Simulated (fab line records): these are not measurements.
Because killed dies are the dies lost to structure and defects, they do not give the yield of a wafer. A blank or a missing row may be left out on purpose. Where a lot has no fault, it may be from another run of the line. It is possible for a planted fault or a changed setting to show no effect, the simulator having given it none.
A lot that was struck, set against a sound lot / flow n5_finfet / 17 out of 1938 route steps
Sound: these wafers, L118.1, L118.2, L118.5. Struck: wafer L128.2 (left out: L128.3, L128.5 of the same lot, which were not struck); the cause appears at the end.
For every step that has rows: the tool of each side, followed by ch and its chambers, followed by its first start. Under that, the readings that differ: sound wafers / struck wafers / difference of the means / sigmas: that difference in standard deviations of wafers without a fault.
alike: readings whose means differ by less than 2 such deviations, and words and numbers that are the same on both sides. not compared: withheld readings, readings that some wafer has no value for, bounds like >300 that may hide the same value, and numbers for which the record gives no deviation and whose values overlap.
The two part at a step that has a row with sigmas, a row that says differs or no value, or rows on one side only. Numbers that don't overlap but have no deviation are shown without sigmas and don't part them. A reading that every wafer of one side lacks parts them only if that side has two wafers or more.

first, 1 step without rows for these wafers: N5_ZERO_LAYER_SRD_01 (time 30 s, dry time 30 s).
N5_ZERO_LAYER_PECVD_02: deposits SiO2 from SiH4/N2O, target thk 10 nm, time 6 s.
  sound on pecvd-03 ch 1,2, day 1 12:17; struck on pecvd-01 ch 0, day 4 00:17
  alike: heater_power_outer_w, heater_power_w, showerhead_plenum_p_Torr
then, 8 steps without rows for these wafers: N5_ZERO_LAYER_HMDS_04 (time 60 s); N5_ZERO_LAYER_COAT_05 (resist thk 1000 nm); N5_ZERO_LAYER_EBR_07; N5_ZERO_LAYER_SOFTBAKE_06 (time 90 s); N5_ZERO_LAYER_EXPOSE_08 (exposes mask ZERO, defocus 0 nm, target cd 2000 nm); N5_ZERO_LAYER_PEB_09; N5_ZERO_LAYER_DEVELOP_10 (develop time 60 s); N5_ZERO_LAYER_HARDBAKE_23 (time 120 s).
N5_ZERO_LAYER_CD_MEAS_11 targets a cd of 2000 nm.
  sound on cd_sem-01 ch 0, day 1 12:38; struck on cd_sem-02 ch 0, day 4 00:40
  alike: cd_nm
N5_ZERO_LAYER_DESCUM_16: chemistry O2, time 7.9 s.
  sound on rie_diel-02 ch 0,1,3, day 1 12:50; struck on rie_diel-02 ch 2, day 4 00:43
  alike: bias_power_w, drypump_motor_current_A, oes_product_au, rf_vpp_V, showerhead_plenum_p_Torr, throttle_valve_pct
  not compared: rf_hours_counter_h
N5_ZERO_LAYER_ETCH_17: etches SiO2 in CF4, target depth 12 nm, time 13.3 s.
  sound on rie_diel-02 ch 0,1,3, day 1 12:52; struck on rie_diel-02 ch 2, day 4 00:44
reading=oes_product_au (a.u.); sound=0.91 0.71 0.87; struck=0.98; difference=+0.15; sigmas=+2
reading=model.coat_of_ZERO_LAYER_COAT_05.thk_nm (nm); sound=967 967 966.8; struck=962.6; difference=-4.3; sigmas=
reading=model.etch.depth_nm (nm); sound=12.4 11.78 12.39; struck=18.48; difference=+6.29; sigmas=
  alike: drypump_motor_current_A, rf_vpp_V, showerhead_plenum_p_Torr, throttle_valve_pct
  not compared: rf_hours_counter_h
N5_ZERO_LAYER_ETCH_18: etches Si in HBr/Cl2, target depth 120 nm, time 40 s.
  sound on rie_si-04 ch 0,3, day 1 12:56; struck on rie_si-03 ch 3, day 4 00:49
reading=drypump_motor_current_A (A); sound=6.0 5.9 5.9; struck=5.1; difference=-0.8; sigmas=-2
reading=throttle_valve_pct (%); sound=35.86 36.33 36.31; struck=36.81; difference=+0.64; sigmas=+2
reading=model.coat_of_ZERO_LAYER_COAT_05.thk_nm (nm); sound=926.3 926.7 926.8; struck=922.5; difference=-4.1; sigmas=
  alike: oes_product_au
  not compared: rf_hours_counter_h
N5_ZERO_LAYER_STRIP_24: strips in O2.
  sound on plasma_asher-01 ch 0,1, day 1 13:03; struck on plasma_asher-01 ch 1, day 4 01:04
  alike: drypump_motor_current_A, heater_power_w, oes_product_au, strip_time_to_endpoint_s
  not compared: rf_hours_counter_h
-- here the record skips 7 days between the struck wafers' starts before and after, leaving off in module ZERO_LAYER and picking up in module BEOL_M4 (first step shown: number 1111 of the route) --
N5_BEOL_M4_RC_MEAS_101:
  sound on prober-01 ch 0, day 8 06:28; struck on prober-02 ch 0, day 10 19:24
  alike: DIBL_N, DIBL_P, IOFF_N, IOFF_P, ION_N, ION_P, SS_N, SS_P, VT_N, VT_P
-- the record jumps here: 4 days lie between the struck wafers' starts before and after (it left off in module BEOL_M4 and takes up again in module PASSIVATION, whose first step shown is number 1936 of the route) --
N5_PASSIVATION_PROBE_49:
  rows exist in the record for the struck wafers here (prober-02, day 14 23:31), but not for the sound ones

== WHERE THEY PART ==
First at N5_ZERO_LAYER_ETCH_17; last, within this record, at N5_PASSIVATION_PROBE_49.

WHY: whatever the simulator had introduced
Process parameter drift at N5_ZERO_LAYER_ETCH_17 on rie_diel-02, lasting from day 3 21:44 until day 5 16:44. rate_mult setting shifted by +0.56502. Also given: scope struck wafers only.
